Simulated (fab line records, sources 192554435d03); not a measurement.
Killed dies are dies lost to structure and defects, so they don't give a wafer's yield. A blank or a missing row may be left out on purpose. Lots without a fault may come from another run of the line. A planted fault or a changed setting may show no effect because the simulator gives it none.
Chamber matching | flow n5_finfet | N5_FIN_CUT_ETCH_30 on rie_diel-04: 4 sister chambers
The step etches underlayer in N2/H2, target depth 13 nm, time 10.4 s. 4 wafers are shown with their chamber, then 12 later ones without.

WAFERS WITH THEIR CHAMBER
wafer  | chamber | drypump_motor_current_A (A)
L091.2 | 0       | 5.3
L092.2 | 2       | 4.7
L092.4 | 1       | 5.7
L092.6 | 3       | 6.4

WAFERS WITHOUT THEIR CHAMBER
wafer  | drypump_motor_current_A (A)
L093.1 | 5.6
L093.5 | 4.7
L093.6 | 5.7
L095.1 | 4.7
L095.2 | 6.4
L095.4 | 4.8
L096.1 | 4.7
L096.3 | 6.4
L096.5 | 4.7
L097.1 | 4.8
L097.4 | 6.4
L097.5 | 6.4

WHICH CHAMBER EACH WENT THROUGH
wafer  | from the rows above | in truth
L093.1 | 1                   | 1
L093.5 | 2                   | 2
L093.6 | 1                   | 1
L095.1 | 2                   | 2
L095.2 | 3                   | 3
L095.4 | 2                   | 2
L096.1 | 2                   | 2
L096.3 | 3                   | 3
L096.5 | 2                   | 2
L097.1 | 2                   | 2
L097.4 | 3                   | 3
L097.5 | 3                   | 3
Placed correctly: 12 of 12. Can't be placed from these rows: 0. Placed wrongly: 0.
How it was worked out, from the rows above alone: a wafer's distance from a chamber is the root of the sum, over the readings, of the square of ((its reading less the chamber's mean) divided by the reading's scatter). The wafer belongs to the nearest chamber; if the next one is less than 2 further off, it can't be placed. A chamber's mean is the mean of its shown wafers. The scatter: with one shown wafer a chamber, the root of the mean of the squares of how far each hidden wafer lies from its nearest shown one.
